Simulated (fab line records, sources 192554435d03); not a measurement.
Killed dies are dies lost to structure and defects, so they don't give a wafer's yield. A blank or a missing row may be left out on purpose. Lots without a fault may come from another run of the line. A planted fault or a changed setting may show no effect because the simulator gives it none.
fab line records | flow n5_finfet
record lots=9 wafers=24 last_day=21
route steps=1938 shown BEOL_M1@770 BEOL_M4@1111 PASSIVATION@1936
lots that met no fault: from a run of the same line without faults
start_h: hours from the record's first day to the start of the lot's first wafer shown | wait_h: hours since the lot's step before | " the same as in the row above | L1.1+2: a row that stands for several wafers | - no value, or no start given | * or withheld: withheld | < > ~ a bound
route shown NAME@n: a module of which the file shows steps, and the number in the route of the first | usual: mean/standard deviation of fault-free wafers | same: alike in all rows | chamber/n: place in a boat | sites: the reading at each site | _std_site: their standard deviation | _edge_site: outer sites' mean less inner sites' | radius_mm: how far each site lies from the wafer's centre | mask NAME#n: copy n | behind: the tool/chamber that last shaped the wafer | hold: why the lot was held/for how many hours/how that ended | device: the transistor (n, p or np) that didn't switch | end of line: the same wafers' tests at the end of the route | a step without rows: its recipe alone | killed: dies lost to structure and defects at the first sort, not the wafer's yield | map: a wafer's dies, x killed, . not, _ none there
set.NAME: the setting as run; set.NAME@STEP: as run at that earlier step | model.NAME: the simulator's own value behind a step, which no gauge read
steps of the route over a sample of lots; a table a step, a row a wafer
services: from which hour (start_h, from the record's first day; less than 0 if before it) a tool's chamber was out of use, for how many hours, and why
## steps
# step N5_BEOL_M1_ETCH_64
# recipe chemistry=N2/H2 target=SOC target_depth_a=750 overetch_a=150 mask_material=SiARC temp_c=40 time_s=112.5 ion_energy_ev=200 pressure_mtorr=30 source_w=840 bias_w=150 n2_flow_sccm=200 h2_flow_sccm=200
# usual drypump_motor_current_A=5.9/0.36 oes_product_au=0.64/0.061 rf_vpp_V=523.5/2.3 showerhead_plenum_p_Torr=2.53/0.08 throttle_valve_pct=17.79/0.16
# columns lot.wafer tool chamber start_h wait_h drypump_motor_current_A oes_product_au rf_hours_counter_h rf_vpp_V showerhead_plenum_p_Torr throttle_valve_pct
L223.2 rie_diel-06 0 132.65 0.0 6.5 0.63 129 527.8 2.66 17.80
L223.4 " 2 " " 5.5 0.64 - 523.8 2.57 17.62
L223.5 " 3 " " 5.8 0.56 - 521.4 2.41 17.71
L226.4 rie_diel-01 3 143.45 0.0 6.1 0.74 15 525.4 2.61 17.63
L226.5 " 2 " " 5.7 0.66 - 524.7 2.58 18.02
L226.6 " 3 " " 6.0 0.73 - 524.9 2.61 17.62
L227.3 rie_diel-03 3 155.49 0.0 6.2 0.64 87 521.8 2.46 17.52
L227.6 " 3 " " 6.2 0.65 - 522.8 2.46 17.54
L228.3 rie_diel-01 1 159.41 0.0 5.6 0.57 230 521.2 2.41 18.17
L228.5 " 0 " " 5.4 0.73 - 523.8 2.50 17.70
L231.2 rie_diel-01 1 181.88 0.0 5.6 0.57 237 520.2 2.40 18.18
L231.3 " 3 " " 6.1 0.72 28 525.4 2.60 17.64
L234.3 rie_diel-06 3 196.90 0.0 5.8 0.54 237 520.4 2.40 17.75
L234.5 " 1 " " 6.2 0.74 - 521.6 2.50 17.80
L234.6 " 2 " " 5.5 0.62 - 523.5 2.57 17.67
L242.1 rie_diel-01 0 234.05 0.0 5.4 0.70 26 521.3 2.49 17.75
L242.5 " 3 " " 6.1 0.68 - 525.1 2.59 17.66
L242.6 " 2 " " 5.7 0.64 - 524.5 2.57 18.06
L244.3 rie_diel-03 2 256.44 0.0 5.8 0.64 75 524.8 2.58 17.84
L244.4 " 1 " " 5.2 0.55 244 526.2 2.61 17.75
L244.6 " 2 " " 5.9 0.65 - 525.8 2.58 17.85
L245.3 rie_diel-06 1 261.03 0.0 6.3 0.70 35 522.4 2.49 17.84
L245.4 " 3 " " 5.8 0.53 253 519.4 2.40 17.76
L245.5 " 3 " " 5.8 0.54 - 519.2 2.40 17.77
# step N5_BEOL_M1_DESCUM_33
# recipe chemistry=O2 time_s=7 source_power_w=50 bias_power_w=20 pressure_mtorr=20 rf_frequency_hz=2.712e+07 temp_c=40 resist=CAR-EUV o2_flow_sccm=225
# usual drypump_motor_current_A=5.9/0.39 o2_flow_sccm=224.9/0.71 oes_product_au=0.80/0.083 rf_vpp_V=243.0/1.3 showerhead_plenum_p_Torr=2.08/0.069 throttle_valve_pct=20.39/0.15
# columns lot.wafer tool chamber start_h wait_h drypump_motor_current_A o2_flow_sccm oes_product_au rf_hours_counter_h rf_vpp_V showerhead_plenum_p_Torr throttle_valve_pct
L223.2 rie_diel-01 1 133.68 0.0 5.6 224.9 0.73 220 241.3 1.98 20.66
L223.4 " 1 " " 5.6 225.2 0.73 - 241.7 1.98 20.68
L223.5 " 3 " " 6.0 224.2 0.95 - 243.3 2.14 20.26
L226.4 rie_diel-03 1 144.70 0.2 5.2 226.2 0.70 210 244.5 2.16 20.23
L226.5 " 2 " " 5.9 224.9 0.86 - 244.4 2.13 20.35
L226.6 " 3 " " 6.2 224.8 0.82 - 242.8 2.02 20.18
L227.3 rie_diel-03 0 156.28 0.0 6.0 225.0 0.89 31 243.1 2.06 20.59
L227.6 " 0 " " 6.0 224.7 0.88 - 243.5 2.06 20.59
L228.3 rie_diel-01 3 160.32 0.1 6.0 224.2 0.92 22 244.7 2.14 20.26
L228.5 " 1 " " 5.6 224.3 0.72 - 241.2 1.98 20.67
L231.2 rie_diel-03 1 182.67 0.0 5.2 223.3 0.69 221 243.7 2.15 20.25
L231.3 " 3 " " 6.2 225.2 0.82 96 240.3 2.02 20.19
L234.3 rie_diel-01 2 198.01 0.2 5.7 226.3 0.82 79 242.7 2.12 20.64
L234.5 " 0 " " 5.4 224.3 0.93 - 244.0 2.05 20.37
L234.6 " 1 " " 5.6 225.4 0.71 - 241.8 1.98 20.70
L242.1 rie_diel-03 0 234.84 0.0 6.0 223.9 0.85 56 241.0 2.05 20.64
L242.5 " 2 " " 5.9 225.6 0.81 - 242.0 2.12 20.39
L242.6 " 3 " " 6.1 224.4 0.79 - 242.8 2.01 20.21
L244.3 rie_diel-03 2 257.46 0.0 5.9 225.4 0.81 75 245.0 2.12 20.38
L244.4 " 1 " " 5.2 225.4 0.68 244 244.9 2.15 20.27
L244.6 " 0 " " 6.0 224.1 0.85 - 243.7 2.05 20.66
L245.3 rie_diel-06 2 261.94 0.0 5.5 225.8 0.77 129 243.4 2.10 20.39
L245.4 " 1 " " 6.3 224.6 0.90 35 243.3 2.05 20.48
L245.5 " 0 " " 6.5 223.3 0.74 - 243.4 2.18 20.45
# step N5_BEOL_M1_VIA_ETCH_34
# recipe chemistry=C4F6/O2 target_depth_a=678 mask_material=SOC pressure_mtorr=15 ion_energy_ev=250 taper_deg=4 time_s=64.4 source_w=350 bias_w=170 Ar_flow_sccm=300 C4F6_flow_sccm=10 O2_flow_sccm=10
# usual drypump_motor_current_A=5.8/0.35 oes_product_au=0.83/0.088 rf_vpp_V=661/7.7 run_length_s=87.6/0.39 showerhead_plenum_p_Torr=2.84/0.086 throttle_valve_pct=30.75/0.17
# columns lot.wafer tool chamber start_h wait_h drypump_motor_current_A oes_product_au rf_hours_counter_h rf_vpp_V run_length_s showerhead_plenum_p_Torr throttle_valve_pct
L223.2 rie_diel-01 1 135.93 0.0 5.7 0.71 222 657 87.4 2.70 30.96
L223.4 " 2 " " 5.7 0.83 - 670 87.7 2.88 30.94
L223.5 " 1 " " 5.7 0.72 - 660 87.5 2.70 30.96
L226.4 rie_diel-01 1 161.15 0.0 5.6 0.72 - 659 87.5 2.70 30.97
L226.5 " 0 " " 5.4 0.95 - 658 88.0 2.80 30.82
L226.6 " 3 " " 6.1 0.93 - 653 88.0 2.89 30.57
L227.3 rie_diel-01 2 174.71 0.0 5.7 0.83 70 672 71.6 2.87 30.94
L227.6 " 0 " " 5.4 0.94 - 660 72.0 2.80 30.83
L228.3 rie_diel-01 1 177.92 0.0 5.6 0.70 234 657 71.7 2.69 30.98
L228.5 " 2 " " 5.7 0.82 - 672 88.1 2.87 30.96
L231.2 rie_diel-01 2 191.98 0.0 5.7 0.82 76 673 87.8 2.87 30.95
L231.3 " 3 " " 6.1 0.92 31 653 71.4 2.89 30.57
L234.3 rie_diel-03 3 198.78 0.0 6.2 0.81 101 657 87.8 2.75 30.48
L234.5 " 3 " " 6.2 0.81 - 657 87.7 2.75 30.50
L234.6 " 2 " " 5.9 0.83 - 658 86.8 2.89 30.79
L242.1 rie_diel-03 2 244.08 0.0 5.9 0.82 72 655 86.8 2.88 30.81
L242.5 " 0 " " 6.0 0.85 - 672 87.5 2.78 30.99
L242.6 " 1 " " 5.2 0.69 - 673 87.8 2.91 30.48
L244.3 rie_diel-01 3 268.22 0.0 6.1 0.87 55 653 87.2 2.88 30.60
L244.4 " 1 " " 5.6 0.94 7 670 87.8 3.02 30.80
L244.6 " 1 " " 5.6 0.95 - 669 87.6 3.02 30.80
L245.3 rie_diel-01 1 296.50 0.0 5.7 0.93 12 670 87.8 3.02 30.80
L245.4 " 2 " " 5.7 0.79 102 672 87.9 2.86 30.98
L245.5 " 0 " " 5.4 0.86 - 659 88.1 2.79 30.85
# step N5_BEOL_M1_PRE_CLEAN_45
# recipe gas=H2/He time_s=30 temp_c=250
# usual heater_power_w=320/30
# columns lot.wafer tool chamber start_h wait_h heater_power_w
L223.2 pvd_sputter-02 - 136.51 0.0 348
L223.4 " - " " 308
L223.5 " - " " 286
L226.4 pvd_sputter-01 - 162.10 0.0 287
L226.5 " - " " 336
L226.6 " - " " 339
L227.3 pvd_sputter-01 - 175.31 0.0 333
L227.6 " - " " 283
L228.3 pvd_sputter-03 - 178.83 0.0 353
L228.5 " - " " 362
L231.2 pvd_sputter-03 - 192.60 0.0 289
L231.3 " - " " 358
L234.3 pvd_sputter-01 - 199.97 0.0 329
L234.5 " - " " 332
L234.6 " - " " 280
L242.1 pvd_sputter-01 - 244.79 0.0 282
L242.5 " - " " 288
L242.6 " - " " 335
L244.3 pvd_sputter-01 - 268.71 0.0 329
L244.4 " - " " 283
L244.6 " - " " 289
L245.3 pvd_sputter-02 - 297.16 0.0 339
L245.4 " - " " 311
L245.5 " - " " 308
# step N5_BEOL_M4_RC_MEAS_101
# usual DIBL_N=36.3/1.1 DIBL_P=36.3/1.4 IOFF_N=0.155/0.019 IOFF_P=0.211/0.027 ION_N=672/8.5 ION_P=462/5.8 SS_N=71.5/0.56 SS_P=73.3/0.52 VT_N=249.9/2.5 VT_P=-249.8/2.8
# columns lot.wafer tool chamber start_h wait_h DIBL_N[mV/V] DIBL_P[mV/V] IOFF_N[nA/um] IOFF_P[nA/um] ION_N[uA/um] ION_P[uA/um] SS_N[mV/dec] SS_P[mV/dec] VT_N[mV] VT_P[mV]
L223.2 prober-01 0 210.19 0.2 37.5 38.2 0.185 0.238 676 460 71.3 74.3 247.9 -248.6
L223.4 " 0 " " 37.8 39.5 0.200 0.248 675 459 73.1 74.2 245.3 -248.1
L223.5 " 0 " " 35.0 35.7 0.143 0.190 670 463 71.3 73.0 250.0 -251.1
L226.4 prober-01 0 238.37 0.5 37.2 37.1 0.172 0.244 676 472 71.9 73.9 248.4 -244.4
L226.5 " 0 " " 36.5 36.6 0.161 0.243 672 467 71.8 73.0 247.0 -247.3
L226.6 " 0 " " 35.9 35.2 0.140 0.227 669 469 71.0 72.7 252.1 -248.4
L227.3 prober-01 0 250.53 0.3 34.8 33.7 0.135 0.167 677 463 71.3 72.6 252.9 -251.8
L227.6 " 0 " " 35.6 35.7 0.151 0.195 675 471 71.6 74.0 247.8 -252.7
L228.3 prober-01 0 257.20 0.3 38.0 36.8 0.165 0.207 667 454 71.7 73.4 248.1 -253.2
L228.5 " 0 " " 37.8 36.5 0.166 0.200 680 455 71.3 73.5 249.3 -253.1
L231.2 prober-02 0 311.20 0.2 35.9 36.0 0.138 0.162 662 451 71.5 73.4 250.9 -255.3
L231.3 " 0 " " 35.7 35.8 0.138 0.165 671 455 71.1 72.9 253.8 -253.9
L234.3 prober-01 0 335.78 0.3 34.7 33.6 0.137 0.184 666 458 70.4 72.8 250.3 -251.3
L234.5 " 0 " " 36.8 35.7 0.175 0.211 667 453 71.2 73.8 248.7 -250.6
L234.6 " 0 " " 35.3 34.6 0.146 0.197 665 458 70.7 73.1 248.0 -250.7
L245.3 prober-02 0 364.69 0.3 37.2 36.6 0.171 0.241 678 467 72.2 73.7 251.6 -246.2
L245.4 " 0 " " 38.7 36.8 0.196 0.250 671 461 72.8 73.2 246.3 -246.9
L245.5 " 0 " " 37.2 35.6 0.161 0.223 674 464 71.9 73.3 247.5 -249.5
L242.1 prober-02 0 390.06 0.0 36.5 36.4 0.150 0.210 676 466 71.5 72.9 250.0 -250.0
L242.5 " 0 " " 40.0 40.9 0.228 0.301 699 479 72.5 74.0 242.9 -244.8
L242.6 " 0 " " 37.1 37.2 0.171 0.236 677 471 71.1 73.1 246.3 -247.0
L244.3 prober-01 0 401.12 0.3 35.6 35.2 0.158 0.210 682 464 72.1 73.3 248.2 -248.4
L244.4 " 0 " " 36.3 34.7 0.159 0.200 666 459 72.0 73.4 249.2 -250.9
L244.6 " 0 " " 36.0 35.2 0.158 0.205 675 458 71.3 73.0 249.8 -249.2
# step N5_PASSIVATION_PROBE_49
# usual defect_limited_yield=91.4/1.2 killed_at_M0_to_M3=34/10 killed_at_M4_up=14/5.1 killed_at_contacts=12/6.4 killed_at_front_end=38/9.3 killed_at_other=4/3 killed_dies=102/15 killed_open=67/12 killed_short=33/6.9 sort_bin_5_function=5.0/0.86 sort_bin_6_memory=3.2/0.58 sort_n_pass=1078/15 sort_yield_pct=91.4/1.2
# same gross_dies=1180 killed_at_back_side=0 sort_bin_4_leakage[%]=0 sort_bin_8_speed[%]=0
# columns lot.wafer tool chamber start_h wait_h defect_limited_yield[%] killed_at_M0_to_M3 killed_at_M4_up killed_at_contacts killed_at_front_end killed_at_other killed_dies killed_open killed_short sort_bin_5_function[%] sort_bin_6_memory[%] sort_n_pass sort_yield_pct[%]
L223.2 prober-02 - 313.71 0.1 91.9 17 16 17 41 5 96 67 23 4.1 4.0 1084 91.9
L223.4 prober-02 - 313.81 0.2 91.5 29 10 11 41 9 100 58 42 4.6 3.3 1080 91.5
L223.5 prober-02 - 313.86 0.2 91.4 32 4 13 47 5 101 64 36 5.2 3.1 1079 91.4
L226.4 prober-02 - 337.33 0.2 92.5 30 10 15 31 2 88 53 31 4.2 2.9 1092 92.5
L226.5 prober-02 - 337.38 0.2 90.9 37 15 21 31 3 107 81 25 5.3 3.6 1073 90.9
L226.6 prober-02 - 337.43 0.3 91.3 25 17 19 38 4 103 69 29 5.8 2.8 1077 91.3
L227.3 prober-02 - 349.15 0.1 91.9 31 10 14 37 3 95 60 32 4.6 3.2 1085 91.9
L227.6 prober-02 - 349.30 0.3 89.6 42 16 17 44 4 123 80 39 6.9 3.1 1057 89.6
L228.3 prober-01 - 358.41 0.1 90.0 40 17 13 43 5 118 69 49 5.3 4.3 1062 90.0
L228.5 prober-01 - 358.51 0.2 91.0 48 13 19 26 0 106 65 39 5.8 3.1 1074 91.0
L231.2 prober-02 - 422.24 0.4 92.9 39 13 6 20 6 84 58 25 4.2 3.0 1096 92.9
L231.3 prober-02 - 422.29 0.5 93.1 22 24 8 21 6 81 49 29 4.3 2.3 1099 93.1
L234.3 prober-01 - 438.56 0.1 92.1 30 20 9 30 4 93 63 29 4.1 3.4 1087 92.1
L234.5 prober-01 - 438.66 0.2 91.4 40 10 13 32 6 101 61 34 4.9 3.3 1079 91.4
L234.6 prober-01 - 438.71 0.3 92.8 23 5 13 37 7 85 47 36 4.3 2.8 1095 92.8
L245.3 prober-02 - 484.24 0.1 88.0 58 15 13 52 4 142 106 35 8.0 3.8 1038 88.0
L245.4 prober-02 - 484.29 0.2 89.2 60 9 18 38 3 128 86 39 6.1 4.2 1052 89.2
L245.5 prober-02 - 484.34 0.2 91.8 37 9 15 35 1 97 73 24 5.8 1.9 1083 91.8
L242.1 prober-01 - 508.95 0.0 91.9 21 8 7 56 3 95 73 20 4.7 3.2 1085 91.9
L242.5 prober-01 - 509.15 0.2 91.9 18 11 3 50 14 96 59 34 4.5 3.5 1084 91.9
L242.6 prober-01 - 509.20 0.3 91.1 14 10 22 53 6 105 64 35 5.8 3.0 1075 91.1
L244.3 prober-01 - 511.95 0.1 90.5 61 10 10 31 0 112 74 38 5.6 3.4 1068 90.5
L244.4 prober-01 - 512.00 0.2 89.2 66 19 3 39 0 127 80 45 6.1 3.9 1053 89.2
L244.6 prober-01 - 512.10 0.3 91.4 46 10 10 35 0 101 64 36 4.6 3.7 1079 91.4
# killed by level:class
L223.2 BEOL_M4:geometric_particle:open=11 STI_FIN_REVEAL:geometric_particle:open=10 MOL_CONTACT_COAG:geometric_particle:open=10 FIN_SAQP:geometric_particle:open=9 MOL_CONTACT_COAG:geometric_particle:short=5 BEOL_M3:geometric_particle:open=5 FIN_SAQP:geometric_particle:short=4 STI_FIN_REVEAL:geometric_particle:short=4
L223.4 STI_FIN_REVEAL:geometric_particle:open=11 BEOL_M0_SAQP:geometric_particle:short=10 FIN_SAQP:geometric_particle:short=9 MOL_CONTACT_COAG:geometric_particle:open=9 BEOL_M0_SAQP:geometric_particle:open=7 BEOL_M3:geometric_particle:open=6 FIN_SAQP:geometric_particle:open=5 BEOL_M8:geometric_particle:open=4
L223.5 STI_FIN_REVEAL:geometric_particle:open=19 MOL_CONTACT_COAG:geometric_particle:open=10 BEOL_M0_SAQP:geometric_particle:open=10 BEOL_M0_SAQP:geometric_particle:short=9 FIN_SAQP:geometric_particle:short=6 GATE_CUT:geometric_particle:short=5 BEOL_M2:geometric_particle:open=5 DUMMY_GATE:geometric_particle:short=4
L226.4 MOL_CONTACT_COAG:geometric_particle:open=8 BEOL_M0_SAQP:geometric_particle:short=8 GATE_CUT:geometric_particle:short=7 BEOL_M2:geometric_particle:open=6 FIN_SAQP:geometric_particle:open=5 GATE_CUT:geometric_particle:open=5 MOL_CONTACT_COAG:geometric_particle:short=5 BEOL_M3:geometric_particle:open=5
L226.5 MOL_CONTACT_COAG:geometric_particle:open=16 BEOL_M3:geometric_particle:open=9 BEOL_M1:geometric_particle:open=8 GATE_CUT:geometric_particle:short=7 BEOL_M0_SAQP:geometric_particle:open=7 BEOL_M2:geometric_particle:open=6 FIN_SAQP:geometric_particle:open=5 STI_FIN_REVEAL:geometric_particle:open=5
L226.6 STI_FIN_REVEAL:geometric_particle:open=15 MOL_CONTACT_COAG:geometric_particle:open=11 FIN_SAQP:geometric_particle:open=9 MOL_CONTACT_COAG:geometric_particle:short=7 BEOL_M3:geometric_particle:open=6 BEOL_M0_SAQP:geometric_particle:open=5 FIN_SAQP:geometric_particle:short=4 BEOL_M2:geometric_particle:open=4
L227.3 MOL_CONTACT_COAG:geometric_particle:open=11 BEOL_M3:geometric_particle:open=9 STI_FIN_REVEAL:geometric_particle:open=7 GATE_CUT:geometric_particle:short=5 BEOL_M2:geometric_particle:open=5 DUMMY_GATE:geometric_particle:open=4 BEOL_M0_SAQP:geometric_particle:short=4 BEOL_M3:geometric_particle:short=4
L227.6 MOL_CONTACT_COAG:geometric_particle:open=13 BEOL_M4:geometric_particle:open=11 BEOL_M2:geometric_particle:open=10 BEOL_M0_SAQP:geometric_particle:short=9 FIN_SAQP:geometric_particle:open=8 BEOL_M3:geometric_particle:open=7 DUMMY_GATE:geometric_particle:open=7 FIN_SAQP:geometric_particle:short=6
L228.3 BEOL_M0_SAQP:geometric_particle:short=10 STI_FIN_REVEAL:geometric_particle:open=10 MOL_CONTACT_COAG:geometric_particle:open=8 ILD0:geometric_particle:short=7 DUMMY_GATE:geometric_particle:open=6 BEOL_M2:geometric_particle:open=6 FIN_SAQP:geometric_particle:short=5 FIN_SAQP:geometric_particle:open=5
L228.5 MOL_CONTACT_COAG:geometric_particle:open=16 BEOL_M0_SAQP:geometric_particle:short=16 BEOL_M0_SAQP:geometric_particle:open=15 BEOL_M4:geometric_particle:open=7 FIN_SAQP:geometric_particle:short=6 FIN_SAQP:geometric_particle:open=4 BEOL_M2:geometric_particle:open=4 BEOL_M3:geometric_particle:open=4
L231.2 BEOL_M2:geometric_particle:open=11 BEOL_M0_SAQP:geometric_particle:short=8 BEOL_M0_SAQP:geometric_particle:open=7 MOL_CONTACT_COAG:geometric_particle:open=5 BEOL_M1:geometric_particle:open=5 BEOL_M3:geometric_particle:open=4 BEOL_M4:geometric_particle:open=4 FIN_SAQP:geometric_particle:open=3
L231.3 MOL_CONTACT_COAG:geometric_particle:open=7 BEOL_M0_SAQP:geometric_particle:short=7 BEOL_M0_SAQP:geometric_particle:open=6 BEOL_M4:geometric_particle:open=6 BEOL_M5:geometric_particle:open=6 BEOL_M3:geometric_particle:open=5 FIN_SAQP:geometric_particle:open=4 DUMMY_GATE:geometric_particle:open=3
L234.3 BEOL_M4:geometric_particle:open=8 MOL_CONTACT_COAG:geometric_particle:open=8 BEOL_M2:geometric_particle:open=7 FIN_SAQP:geometric_particle:open=6 BEOL_M1:geometric_particle:open=6 BEOL_M0_SAQP:geometric_particle:open=5 BEOL_M0_SAQP:geometric_particle:short=5 FIN_SAQP:geometric_particle:short=4
L234.5 FIN_SAQP:geometric_particle:open=12 MOL_CONTACT_COAG:geometric_particle:open=10 FIN_SAQP:geometric_particle:short=9 BEOL_M0_SAQP:geometric_particle:short=8 BEOL_M2:geometric_particle:open=7 BEOL_M1:geometric_particle:open=6 BEOL_M3:geometric_particle:open=5 DUMMY_GATE:geometric_particle:open=4
L234.6 STI_FIN_REVEAL:geometric_particle:open=8 MOL_CONTACT_COAG:geometric_particle:open=8 BEOL_M1:geometric_particle:open=6 FIN_SAQP:geometric_particle:short=5 DUMMY_GATE:geometric_particle:open=5 MOL_CONTACT_COAG:geometric_particle:short=5 BEOL_M0_SAQP:geometric_particle:short=5 STARTING-WAFER:geometric_particle:short=5
L245.3 BEOL_M0_SAQP:geometric_particle:open=13 BEOL_M2:geometric_particle:open=12 FIN_SAQP:geometric_particle:open=11 MOL_CONTACT_COAG:geometric_particle:open=10 BEOL_M1:geometric_particle:open=10 BEOL_M3:geometric_particle:open=10 STI_FIN_REVEAL:geometric_particle:open=9 STI_FIN_REVEAL:geometric_particle:short=6
L245.4 MOL_CONTACT_COAG:geometric_particle:open=16 BEOL_M0_SAQP:geometric_particle:short=15 BEOL_M0_SAQP:geometric_particle:open=15 STI_FIN_REVEAL:geometric_particle:open=14 BEOL_M2:geometric_particle:open=10 FIN_SAQP:geometric_particle:open=6 BEOL_M3:geometric_particle:open=6 STARTING-WAFER:geometric_particle:open=6
L245.5 BEOL_M2:geometric_particle:open=14 MOL_CONTACT_COAG:geometric_particle:open=14 DUMMY_GATE:geometric_particle:open=9 BEOL_M1:geometric_particle:open=9 STI_FIN_REVEAL:geometric_particle:open=8 BEOL_M0_SAQP:geometric_particle:short=7 FIN_SAQP:geometric_particle:open=6 STARTING-WAFER:geometric_particle:short=5
L242.1 STI_FIN_REVEAL:geometric_particle:open=24 BEOL_M1:geometric_particle:open=10 MOL_CONTACT_COAG:geometric_particle:open=7 FIN_SAQP:geometric_particle:open=5 GATE_CUT:geometric_particle:short=5 STARTING-WAFER:geometric_particle:open=5 FIN_SAQP:geometric_particle:short=4 DUMMY_GATE:geometric_particle:open=3
L242.5 FIN_SAQP:geometric_particle:open=11 FIN_SAQP:geometric_particle:short=11 STI_FIN_REVEAL:geometric_particle:open=9 BEOL_M2:geometric_particle:open=8 DUMMY_GATE:geometric_particle:open=4 BEOL_M3:geometric_particle:open=4 PAD_METAL:geometric_particle:short=4 SPACER0:geometric_particle:open=3
L242.6 STI_FIN_REVEAL:geometric_particle:open=16 MOL_CONTACT_COAG:geometric_particle:open=13 MOL_CONTACT_COAG:geometric_particle:short=6 SPACER0:geometric_particle:short=5 GATE_CUT:geometric_particle:short=5 BEOL_M2:geometric_particle:open=4 STARTING-WAFER:geometric_particle:short=4 STARTING-WAFER:geometric_particle:open=4
L244.3 BEOL_M0_SAQP:geometric_particle:open=16 BEOL_M0_SAQP:geometric_particle:short=15 BEOL_M2:geometric_particle:open=11 MOL_CONTACT_COAG:geometric_particle:open=7 STI_FIN_REVEAL:geometric_particle:open=6 BEOL_M3:geometric_particle:open=6 FIN_SAQP:geometric_particle:open=5 GATE_CUT:geometric_particle:short=4
L244.4 BEOL_M0_SAQP:geometric_particle:short=14 BEOL_M2:geometric_particle:open=13 BEOL_M4:geometric_particle:open=9 FIN_SAQP:geometric_particle:open=8 GATE_CUT:geometric_particle:short=8 BEOL_M1:geometric_particle:open=8 BEOL_M3:geometric_particle:open=8 BEOL_M0:geometric_particle:open=7
L244.6 BEOL_M0_SAQP:geometric_particle:open=12 BEOL_M1:geometric_particle:open=11 MOL_CONTACT_COAG:geometric_particle:open=9 STI_FIN_REVEAL:geometric_particle:open=7 FIN_SAQP:geometric_particle:short=6 GATE_CUT:geometric_particle:short=6 BEOL_M3:geometric_particle:short=6 BEOL_M0_SAQP:geometric_particle:short=5
## services
# columns tool chamber start_h hours kind
pvd_sputter-03 - 118.46 0.5 repair
rie_diel-03 0 125.34 6.0 repair
rie_diel-01 0 128.42 - clean
rie_diel-01 0 128.42 - consumable_replace:focus_ring
rie_diel-01 0 128.42 12.2 scheduled_down
rie_diel-01 0 128.42 12.2 vent_cycle
pvd_sputter-01 - 138.92 4.7 repair
rie_diel-01 2 154.65 6.9 repair
pvd_sputter-02 - 163.68 5.1 repair
rie_diel-01 0 189.86 5.1 repair
rie_diel-01 2 208.89 1.8 repair
rie_diel-01 - 225.35 2.8 pm
rie_diel-01 1 228.66 - clean
rie_diel-01 1 228.66 - consumable_replace:focus_ring
rie_diel-01 1 228.66 - consumable_replace:showerhead
rie_diel-01 1 228.66 18.6 scheduled_down
rie_diel-01 1 228.66 18.6 vent_cycle
rie_diel-01 2 254.21 11.8 repair
rie_diel-06 3 270.58 2.7 repair
pvd_sputter-03 - 273.75 1.9 repair
rie_diel-03 1 291.71 - clean
rie_diel-03 1 291.71 - consumable_replace:focus_ring
rie_diel-03 1 291.71 26.1 scheduled_down
rie_diel-03 1 291.71 26.1 vent_cycle
## key
first_sign step=N5_BEOL_M1_VIA_ETCH_34 reading=run_length_s direction=down sigmas=41 usual=* struck=*
effect none on later readings
met_at N5_BEOL_M1_VIA_ETCH_34
struck_lots L227,L228,L231
struck_wafers L227.3,L227.6,L228.3,L231.3
not_acting_at N5_BEOL_M1_ETCH_64,N5_BEOL_M1_DESCUM_33,N5_BEOL_M1_PRE_CLEAN_45
onset_between 161.15 174.71
fault kind=process_parameter_drift tool=rie_diel-01 chamber=- onset_h=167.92 steps=N5_BEOL_M1_VIA_ETCH_34 channel=time_s offset=* shape=step end_h=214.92 scope=struck_wafers_only acts_in=* stated=*
